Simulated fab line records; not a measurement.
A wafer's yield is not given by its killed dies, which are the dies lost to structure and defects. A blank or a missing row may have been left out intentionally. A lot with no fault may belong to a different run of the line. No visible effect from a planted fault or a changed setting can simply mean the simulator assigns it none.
Chamber matching :: flow n5Finfet :: N5_FIN_CUT_CUT_ETCH_15 on rieSi-06 has 4 sister chambers
The step etches Si in HBr/Cl2/O2, target depth 100 nm, bt time 10 s, time 42.4 s. 4 wafers are shown with their chamber, then 8 later ones without.

== WAFERS WITH THEIR CHAMBER ==
wafer: L085.5
chamber: 3
oes_o_777_au (a.u.): 0.99

wafer: L088.2
chamber: 1
oes_o_777_au (a.u.): 1.05

wafer: L088.5
chamber: 2
oes_o_777_au (a.u.): 0.93

wafer: L089.1
chamber: 0
oes_o_777_au (a.u.): 1.10

== WAFERS WHOSE CHAMBER IS MISSING ==
wafer: L089.3
oes_o_777_au (a.u.): 0.92

wafer: L089.4
oes_o_777_au (a.u.): 0.99

wafer: L090.4
oes_o_777_au (a.u.): 0.92

wafer: L090.5
oes_o_777_au (a.u.): 0.99

wafer: L090.6
oes_o_777_au (a.u.): 0.93

wafer: L094.1
oes_o_777_au (a.u.): 1.08

wafer: L094.2
oes_o_777_au (a.u.): 0.99

wafer: L094.3
oes_o_777_au (a.u.): 0.93

== THE CHAMBER EACH PASSED THROUGH ==
wafer: L089.3
from the rows above: 2
in truth: 2

wafer: L089.4
from the rows above: 3
in truth: 3

wafer: L090.4
from the rows above: 2
in truth: 2

wafer: L090.5
from the rows above: 3
in truth: 3

wafer: L090.6
from the rows above: 2
in truth: 2

wafer: L094.1
from the rows above: can't be placed: 0 or 1
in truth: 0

wafer: L094.2
from the rows above: 3
in truth: 3

wafer: L094.3
from the rows above: 2
in truth: 2
Correct placement for 7 of the 8. These rows do not allow placing 1 (true chamber among the candidates in 1). 0 placed wrongly.
How it was worked out, from the rows above alone: a wafer's distance from a chamber is the root of the sum, over the readings, of the square of ((its reading less the chamber's mean) divided by the reading's scatter). If the next closest chamber is less than 2 further off than the closest, the wafer can't be placed; otherwise it belongs to the closest. Each chamber's mean is taken over the wafers shown for it. The scatter: with one shown wafer a chamber, the root of the mean of the squares of how far each hidden wafer lies from its nearest shown one.
